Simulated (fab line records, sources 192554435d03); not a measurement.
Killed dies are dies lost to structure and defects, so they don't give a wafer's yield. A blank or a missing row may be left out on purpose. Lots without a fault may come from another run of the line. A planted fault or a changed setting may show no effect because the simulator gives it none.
Chamber matching | flow n5_finfet | N5_MOL_CONTACT_COAG_DESCUM_13 on rie_diel-02: 4 sister chambers
The step chemistry O2, time 7 s. 18 wafers are shown with their chamber, then 9 later ones without.

WAFERS WITH THEIR CHAMBER
wafer  | chamber | drypump_motor_current_A (A) | showerhead_plenum_p_Torr (Torr) | throttle_valve_pct (%)
L076.2 | 1       | 5.25                        | 2.02                            | 20.86
L076.3 | 0       | 5.69                        | 1.97                            | 20.44
L076.6 | 3       | 5.76                        | 2.06                            | 20.71
L079.3 | 0       | 5.69                        | 1.97                            | 20.42
L079.4 | 2       | 5.70                        | 2.06                            | 20.54
L079.5 | 1       | 5.24                        | 2.02                            | 20.86
L080.2 | 1       | 5.19                        | 2.02                            | 20.87
L080.4 | 0       | 5.69                        | 1.97                            | 20.44
L080.6 | 2       | 5.64                        | 2.06                            | 20.52
L081.2 | 0       | 5.70                        | 1.96                            | 20.48
L081.3 | 1       | 5.22                        | 2.02                            | 20.87
L081.4 | 1       | 5.20                        | 2.02                            | 20.88
L083.1 | 1       | 5.24                        | 2.02                            | 20.90
L083.4 | 1       | 5.20                        | 2.01                            | 20.89
L083.5 | 0       | 5.71                        | 1.96                            | 20.46
L085.2 | 1       | 5.20                        | 2.01                            | 20.91
L085.3 | 2       | 5.66                        | 2.05                            | 20.57
L085.6 | 3       | 5.73                        | 2.06                            | 20.36

SIGNATURES (means of the wafers above)
reading                  | chamber 0 | chamber 1 | chamber 2 | chamber 3 | scatter within a chamber
drypump_motor_current_A  | 5.6960    | 5.2175    | 5.6667    | 5.7450    | 0.0214
showerhead_plenum_p_Torr | 1.9660    | 2.0175    | 2.0567    | 2.0600    | 0.0049
throttle_valve_pct       | 20.4480   | 20.8800   | 20.5433   | 20.5350   | 0.0692
Rule: a wafer's distance from a chamber is the root of the sum, over the readings, of the square of ((its reading less the chamber's mean) divided by the reading's scatter). The wafer belongs to the nearest chamber; if the next one is less than 2 further off, it can't be placed. The scatter: the root of (the sum of the squares of (reading less its chamber's mean) over the shown wafers, divided by (wafers less chambers)).

WAFERS WITHOUT THEIR CHAMBER
wafer  | drypump_motor_current_A (A) | showerhead_plenum_p_Torr (Torr) | throttle_valve_pct (%)
L090.2 | 5.77                        | 2.06                            | 20.36
L090.3 | 5.70                        | 1.96                            | 20.48
L090.5 | 5.21                        | 2.01                            | 20.92
L091.1 | 5.69                        | 2.05                            | 20.58
L091.3 | 5.18                        | 2.01                            | 20.92
L091.5 | 5.68                        | 1.96                            | 20.47
L094.2 | 5.70                        | 1.95                            | 20.48
L094.4 | 5.69                        | 1.96                            | 20.50
L094.6 | 5.69                        | 2.05                            | 20.59

WHICH CHAMBER EACH WENT THROUGH
wafer  | from the rows above     | in truth
L090.2 | 3                       | 3
L090.3 | 0                       | 0
L090.5 | 1                       | 1
L091.1 | can't be placed: 2 or 3 | 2
L091.3 | 1                       | 1
L091.5 | 0                       | 0
L094.2 | 0                       | 0
L094.4 | 0                       | 0
L094.6 | can't be placed: 2 or 3 | 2
Placed correctly: 7 of 9. Can't be placed from these rows: 2 (the true chamber is among the candidates in 2). Placed wrongly: 0.
